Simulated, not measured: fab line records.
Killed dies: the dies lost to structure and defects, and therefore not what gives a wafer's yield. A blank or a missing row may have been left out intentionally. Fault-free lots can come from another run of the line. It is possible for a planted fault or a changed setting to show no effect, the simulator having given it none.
A lot that was struck, set against a sound lot -- flow nandHarc -- 13 steps out of a route of 1302
Sound: these wafers, L466.1, L466.2, L466.4. Struck: wafers L458.2, L458.4 (left out: L458.5, a lot-mate that was not struck); the cause follows at the end.
At each step with rows: each side's tool, then ch and its chambers, then its first start. Under that, the readings that differ: sound wafers -- struck wafers -- difference of the means -- sigmas: that difference in standard deviations of wafers without a fault.
alike: a reading whose means differ by less than 2 such deviations, as well as words and numbers matching on both sides. not compared: withheld readings; readings where some wafer has no value; bounds like >300 that might hide an equal value; numbers whose values overlap and for which the record gives no deviation.
The two part at a step that has a row with sigmas, a row that says differs or no value, or rows on one side only. Non-overlapping numbers with no deviation appear without sigmas and do not part them. Lack of a reading on every wafer of one side parts them only where that side has two or more wafers.

first, 2 steps without rows for these wafers: NHARC_A_WL_FILL_RTA_01 (time 5 s); NHARC_A_WL_FILL_ALD_02 (deposits TiN, target thk 2 nm, pulse time 3 s, ald cycles 100).
NHARC_A_WL_FILL_CVD_03: deposits W, target thk 40 nm, time 279 s.
  sound on cvdW-02 ch 0,1, day 26 04:32; struck on cvdW-02 ch 1, day 22 23:09
  alike: heaterPowerW, throttleValvePct
  not compared: sinceWetCleanH
NHARC_A_WL_FILL_ETCHBACK_04: etches the open film in NF3, target depth 60 nm, time 120 s.
  sound on rieMetal-03 ch 0,1, day 26 04:55; struck on rieMetal-02 ch 0,1, day 22 23:34
  alike: drypumpMotorCurrentA, oesProductAu
  not compared: rfHoursCounterH
NHARC_A_WL_FILL_ETCHBACK_05: etches the open film in Cl2/BCl3, target depth 22 nm, time 60 s.
  sound on rieMetal-03 ch 0,1, day 26 05:10; struck on rieMetal-02 ch 0, day 22 23:46
  alike: drypumpMotorCurrentA, oesProductAu
  not compared: rfHoursCounterH
NHARC_A_WL_FILL_STRIP_27: strips in N2/H2, time 20 s.
  sound on plasmaAsher-01 ch 0,1, day 26 06:02; struck on plasmaAsher-02 ch 1, day 23 00:02
reading,sound,struck,difference,sigmas
drypumpMotorCurrentA (A),6.1 6.0 6.0,5.4 5.4,-0.6,-2
heaterPowerW (W),368 351 350,311 310,-46,-2
  not compared: rfHoursCounterH
then, 4 steps without rows for these wafers: NHARC_A_WL_FILL_STRIP_28 (strips in post etch residue remover, time 1200 s); NHARC_A_WL_FILL_PRECLEAN_06 (cleans in DIW, time 300 s); NHARC_A_WL_FILL_SRD_07; NHARC_A_WL_FILL_ANNEAL_08 (time 1800 s).
NHARC_A_WL_FILL_ALD_10: deposits SiO2, target thk 50 nm, pulse time 10 s, ald cycles 500.
  sound on aldHk-04 ch 0,1,2, day 26 10:56; struck on aldHk-04 ch 0,1, day 23 05:47
reading,sound,struck,difference,sigmas
aldCycles,500 500 500,471 471,-29,
sinceWetCleanH (h),166 165 164,88 87,-78,
  alike: heaterPowerW, precursorPulseHeightRel
NHARC_A_WL_FILL_ETCHBACK_16: etches the open film in C4F8/O2/Ar, target depth 120 nm, time 24 s.
  sound on rieDiel-08 ch 0,2,3; struck on rieDiel-11 ch 0,3
reading,sound,struck,difference,sigmas
rfHoursCounterH (h),2.2 1.6 2.1,4.9 6.3,+3.6,
  alike: oesProductAu, rfVppV
-- record jumps: 4 days between struck wafers' starts before vs after; left off in module A_WL_FILL, resumes in module END, first step shown is number 1302 of the route --
NHARC_END_SORT_01:
  sound on prober-02 ch 0, day 30 10:17; struck on prober-01 ch 0, day 27 00:59
reading,sound,struck,difference,sigmas
killedAtPeriphery,2 0 1,7 8,+6,+2
  alike: killedAtArray, killedAtOther, killedDies, killedOpen, killedShort

## WHERE THEY PART
At NHARC_A_WL_FILL_STRIP_27 first; at NHARC_END_SORT_01 last (within this record only).

WHY: whatever the simulator had introduced
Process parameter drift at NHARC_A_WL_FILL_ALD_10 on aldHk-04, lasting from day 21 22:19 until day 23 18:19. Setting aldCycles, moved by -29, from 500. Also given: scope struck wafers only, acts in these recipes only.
